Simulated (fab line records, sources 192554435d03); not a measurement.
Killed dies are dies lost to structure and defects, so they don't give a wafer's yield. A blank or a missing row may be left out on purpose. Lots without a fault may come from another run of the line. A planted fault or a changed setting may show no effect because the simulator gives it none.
A struck lot beside a sound one | flow n5_finfet | 38 steps out of a route of 1938
Sound: wafers L818.1, L818.3, L818.4. Struck: wafer L834.1. (L834.6 of the same lot was not struck and is left out.) The cause comes at the end.
At each step with rows: each side's tool, then ch and its chambers, then its first start. Under that, the readings that differ: sound wafers | struck wafers | difference of the means | sigmas: that difference in standard deviations of wafers without a fault.
alike: readings whose means differ by less than 2 such deviations, and words and numbers that are the same on both sides. not compared: withheld readings, readings that some wafer has no value for, bounds like >300 that may hide the same value, and numbers for which the record gives no deviation and whose values overlap.
The two part at a step that has a row with sigmas, a row that says differs or no value, or rows on one side only. Numbers that don't overlap but have no deviation are shown without sigmas and don't part them. A reading that every wafer of one side lacks parts them only if that side has two wafers or more.

first, 11 steps without rows for these wafers: N5_SD_EPI_N_SD_RECESS_17 (chemistry HBr/Cl2/O2, target depth 41 nm, time 23.7 s, bt time 3 s); N5_SD_EPI_N_STRIP_38 (strips in N2/H2); N5_SD_EPI_N_WET_ETCH_43 (etches SiO2 in dHF, time 14 s, target depth 1.5 nm); N5_SD_EPI_N_STRIP_18 (strips in SPM, time 750 s); N5_SD_EPI_N_SRD_20 (time 30 s); N5_SD_EPI_N_PRECLEAN_48 (cleans in NF3:NH3, afs cycles 2, time 20 s, sublimation time 60 s); N5_SD_EPI_N_VAPOR_ETCH_50 (etches Si in HCl, time 54 s); N5_SD_EPI_N_EPI_21 (deposits Si:P, time 690 s); N5_SD_EPI_N_PRECLEAN_24 (cleans in O3/DIW, time 60 s); N5_SD_EPI_N_SRD_25 (time 30 s); N5_SD_EPI_N_PRECLEAN_49 (cleans in NF3:NH3, afs cycles 1, time 20 s, sublimation time 60 s).
N5_SD_EPI_N_LINER_46: material SiNx, target thk 3 nm.
  sound on ald_sin-01 ch 0,1,2, day 3 05:32; struck on ald_sin-01 ch 3, day 7 13:12
  reading                                     | sound | struck | difference | sigmas
  model.SiNx_of_SD_EPI_N_LINER_46.thk_nm (nm) | 3 3 3 | 1.8    | -1.2       |
  alike: chamber_pressure_Torr, heater_power_w, susceptor_temp_C
then, 21 steps without rows for these wafers: N5_SD_EPI_P_COAT_34 (time 60 s, resist thk 350 nm); N5_SD_EPI_P_COAT_35 (time 60 s, resist thk 35 nm); N5_SD_EPI_P_COAT_03 (resist thk 150 nm); N5_SD_EPI_P_EBR_05; N5_SD_EPI_P_SOFTBAKE_04 (time 60 s); N5_SD_EPI_P_EXPOSE_06 (exposes mask SD P BLK, target cd 240 nm); N5_SD_EPI_P_PEB_07 (peb time 60 s); N5_SD_EPI_P_DEVELOP_08 (develop time 30 s); N5_SD_EPI_P_DESCUM_14 (chemistry O2, time 7.9 s); N5_SD_EPI_P_ETCH_36 (etches SiARC in CF4, target depth 45.5 nm, time 75.8 s); N5_SD_EPI_P_ETCH_37 (etches SOC in N2/H2, overetch 108 nm, time 486 s); N5_SD_EPI_P_STRIP_38 (strips in N2/H2); N5_SD_EPI_P_ETCHBACK_46 (etches SiNx in CH3F/O2, stops on SiO2, target depth 17.5 nm); N5_SD_EPI_P_ETCH_47 (etches SiOCN in CH3F/O2, target depth 25 nm); N5_SD_EPI_P_ETCH_16 (etches SiO2 in CHF3/O2, target depth 5 nm); N5_SD_EPI_P_STRIP_50 (strips in CHF3/O2); N5_SD_EPI_P_SD_RECESS_17 (chemistry HBr/Cl2/O2, target depth 39.1 nm, bt time 3 s); N5_SD_EPI_P_WET_ETCH_45 (etches SiO2 in dHF, time 10.7 s, target depth 2 nm, rinse time 30 s); N5_SD_EPI_P_STRIP_40 (strips in N2/H2); N5_SD_EPI_P_PRECLEAN_52 (cleans in O3/DIW, time 60 s); N5_SD_EPI_P_SRD_20 (time 30 s).
N5_SD_EPI_P_PRECLEAN_51: cleans in NF3:NH3, afs cycles 1, time 20 s, sublimation time 60 s.
  sound on epi_rpcvd-03 ch 0, day 3 07:09; struck on epi_rpcvd-04 ch 0, day 7 14:48
  reading                                     | sound       | struck | difference | sigmas
  model.SiNx_of_SD_EPI_N_LINER_46.thk_nm (nm) | 2.6 2.6 2.6 | 1.4    | -1.2       |
  alike: chamber_pressure_Torr, susceptor_temp_C
then, 2 steps without rows for these wafers: N5_SD_EPI_P_VAPOR_ETCH_44 (etches SiGe30 in NF3/Ar, time 3.3 s); N5_SD_EPI_P_EPI_21 (deposits SiGe:B, time 355 s).
-- the record jumps here: 5 days lie between the struck wafers' starts before and after (it left off in module SD_EPI_P and takes up again in module BEOL_M4, whose first step shown is number 1111 of the route) --
N5_BEOL_M4_RC_MEAS_101:
  sound on prober-01 ch 0, day 8 10:00; struck on prober-01 ch 0, day 12 04:24
  reading            | sound             | struck | difference | sigmas
  DIBL_P (mV/V)      | 33.8 33.6 33.8    | 43.4   | +9.7       | +5
  IOFF_P (nA/um)     | 0.21 0.21 0.21    | 0.38   | +0.17      | +5
  IOFF_P_85C (nA/um) | 3.7 3.7 3.7       | 6.0    | +2.3       | +5
  IOFF_P_LIN (nA/um) | 0.105 0.104 0.102 | 0.153  | +0.049     | +4
  ION_N (uA/um)      | 669 681 675       | 645    | -30        | -2
  REXT_P (ohm.um)    | 101.3 99.9 102.6  | 87.2   | -14.1      | -8
  SS_P (mV/dec)      | 72.8 72.9 73.5    | 75.3   | +2.2       | +4
  VT_P (mV)          | -252 -247 -248    | -242   | +7         | +2
  alike: DIBL_N, IOFF_N, ION_P, SS_N, VT_N, VT_P_LVT
-- the record jumps here: 4 days lie between the struck wafers' starts before and after (it left off in module BEOL_M4 and takes up again in module PASSIVATION, whose first step shown is number 1936 of the route) --
N5_PASSIVATION_PROBE_49:
  sound on prober-02, day 12 09:47; struck on prober-02, day 16 13:56
  reading                | sound | struck | difference | sigmas
  sort_bin_4_leakage (%) | 0 0 0 | 0.25   | +0.25      | +18
  alike: defect_limited_yield, killed_at_M0_to_M3, killed_at_M4_up, killed_at_contacts, killed_at_front_end, killed_at_other, killed_dies, killed_on_rim, killed_open, killed_short, sort_bin_5_function, sort_bin_6_memory, sort_n_pass, sort_yield_pct

WHERE THEY PART
First at N5_BEOL_M4_RC_MEAS_101; last, within this record, at N5_PASSIVATION_PROBE_49.

WHY: what the simulator had put in
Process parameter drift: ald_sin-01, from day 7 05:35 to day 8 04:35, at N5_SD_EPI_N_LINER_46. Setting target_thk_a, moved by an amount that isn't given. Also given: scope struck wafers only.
